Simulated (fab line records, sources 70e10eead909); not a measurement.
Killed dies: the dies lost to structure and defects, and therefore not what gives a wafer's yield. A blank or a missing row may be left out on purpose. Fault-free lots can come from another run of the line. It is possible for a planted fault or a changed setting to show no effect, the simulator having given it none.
Which tool did it? / flow nand-harc / 18 wafers sampled from 6 lots at 1 step of a route of 1302

== WHAT THE GAUGES READ, wafer by wafer ==
NHARC_P_M2_CD_MEAS_16.
lot=L806; measured=day 7 02:16; on=cd-sem-01; cd-nm (nm)=169.8 170.6 170.4
lot=L809; measured=day 8 09:58; on=cd-sem-03; cd-nm (nm)=172.0 169.2 170.6
lot=L818; measured=day 12 06:13; on=cd-sem-01; cd-nm (nm)=171.1 172.4 169.0
lot=L822; measured=day 13 19:48; on=cd-sem-02; cd-nm (nm)=168.3 167.4 165.8
lot=L826; measured=day 15 09:53; on=cd-sem-01; cd-nm (nm)=168.3 169.0 169.0
lot=L827; measured=day 15 12:02; on=cd-sem-01; cd-nm (nm)=168.4 168.9 168.4

== WHICH TOOL RAN EACH LOT (tool, then ch and the chambers of the sampled wafers, then the start) ==
No process step before these readings appears in the record.

== THE ANSWER, worked out from the rows above alone ==
Rule: the usual values come from the lots themselves. The widest of any qualifying gaps counts: lots, ordered by their means at a reading, are off when they make up no more than a third of the lots, leave a main group of 4 or more, and stand apart from it by 3 or more times the standard deviation of that group's means. If all means in a main group match to the digits the tables above print for the reading, that group is not used. Also off: a lot with no number at a reading for which 4 or more lots have one. Where the step has rows for the other lots, those lots are counted as sound.
Across all readings shown, no lot is off: no conclusion can be drawn from this.

== WHAT THE SIMULATOR PUT IN ==
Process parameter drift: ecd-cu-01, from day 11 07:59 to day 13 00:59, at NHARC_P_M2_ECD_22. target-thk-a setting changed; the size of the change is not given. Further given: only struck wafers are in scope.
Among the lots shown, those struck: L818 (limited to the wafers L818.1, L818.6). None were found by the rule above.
